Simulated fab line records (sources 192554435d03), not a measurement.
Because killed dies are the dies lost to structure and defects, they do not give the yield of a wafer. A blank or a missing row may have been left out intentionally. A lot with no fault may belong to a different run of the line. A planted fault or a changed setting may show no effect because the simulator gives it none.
One fault seen from 2 desks | flow n5-finfet | numbers are kept per desk, each desk with only its own; the story behind them comes last

== FOR THE TOOL OWNER'S DESK: rie-metal-02 ==
The tool's own readings at N5_GATE_CUT_ETCH_47 (etches SiO2 in Cl2/BCl3, target depth 10 nm): means of the sampled wafers that have a number, for each lot that ran on this tool. A lot is out of limits, marked OUT, if its mean lies more than 4 standard deviations from the usual mean; the brackets give that distance.
Columns: A = drypump-motor-current-A at N5_GATE_CUT_ETCH_47, usual 5.77 A; B = he-backside-leak-sccm at N5_GATE_CUT_ETCH_47, usual 3.44 sccm; C = mfc-cl2-sccm at N5_GATE_CUT_ETCH_47, usual 53.23 sccm; D = oes-product-au at N5_GATE_CUT_ETCH_47, usual 0.80 a.u.; E = throttle-valve-pct at N5_GATE_CUT_ETCH_47, usual 22.64 %
lot  | first seen here | A    | B    | C     | D    | E
L236 | day 5 00:50     | 5.52 | 3.45 | 53.20 | 0.88 | 22.55
L239 | day 5 18:37     | 5.53 | 3.65 | 53.36 | 0.87 | 22.56
L244 | day 7 01:18     | 5.78 | 3.28 | 53.35 | 0.99 | 22.40
L245 | day 7 12:29     | 5.72 | 3.22 | 53.09 | 1.01 | 22.44
L249 | day 8 07:19     | 5.79 | 3.37 | 53.25 | 0.98 | 22.40
Result from this desk: across the 5 lots, nothing is out of limits.

== AT THE METROLOGY DESK ==
What the gauges read for every lot (on any tool): the sampled wafers with a number, averaged. A lot is out of limits, marked OUT, if its mean lies more than 4 standard deviations from the usual mean; the brackets give that distance. It has 11 readings; the 7 that lie furthest out on some lot are the ones shown.
Columns: A = GC_FILL_THK at N5_GATE_CUT_THK_MEAS_24, usual 221.1 nm; B = IOFF_P at N5_BEOL_M4_RC_MEAS_101, usual 0.21 nA/um; C = ION_N at N5_BEOL_M4_RC_MEAS_101, usual 673 uA/um; D = ION_P at N5_BEOL_M4_RC_MEAS_101, usual 463 uA/um; E = SS_P at N5_BEOL_M4_RC_MEAS_101, usual 73.2 mV/dec; F = VT_N at N5_BEOL_M4_RC_MEAS_101, usual 250 mV; G = VT_P at N5_BEOL_M4_RC_MEAS_101, usual -250 mV
lot  | first seen here | A     | B    | C   | D   | E    | F   | G
L234 | day 4 14:19     | 224.8 | 0.21 | 664 | 460 | 73.3 | 252 | -248
L236 | day 5 03:03     | 221.3 | 0.27 | 677 | 471 | 74.2 | 247 | -244
L239 | day 5 21:10     | 221.2 | 0.27 | 690 | 474 | 74.0 | 247 | -244
L244 | day 7 03:23     | 221.0 | 0.22 | 679 | 465 | 73.3 | 250 | -247
L245 | day 7 14:34     | 216.9 | 0.16 | 674 | 461 | 72.8 | 252 | -256
L249 | day 8 09:24     | 218.9 | 0.20 | 677 | 463 | 73.1 | 248 | -251
L251 | day 8 22:26     | 222.7 | 0.18 | 660 | 454 | 72.8 | 255 | -253
L253 | day 9 12:35     | 222.3 | 0.24 | 674 | 467 | 73.7 | 250 | -248
L254 | day 9 17:26     | 221.5 | 0.16 | 656 | 451 | 73.1 | 254 | -254
Result from this desk: across the 9 lots, nothing is out of limits.

== ALL TOGETHER ==
The desk of the tool owner found nothing out of limits.
Metrology desk: nothing out of limits seen.

== WHAT THE SIMULATOR PUT IN ==
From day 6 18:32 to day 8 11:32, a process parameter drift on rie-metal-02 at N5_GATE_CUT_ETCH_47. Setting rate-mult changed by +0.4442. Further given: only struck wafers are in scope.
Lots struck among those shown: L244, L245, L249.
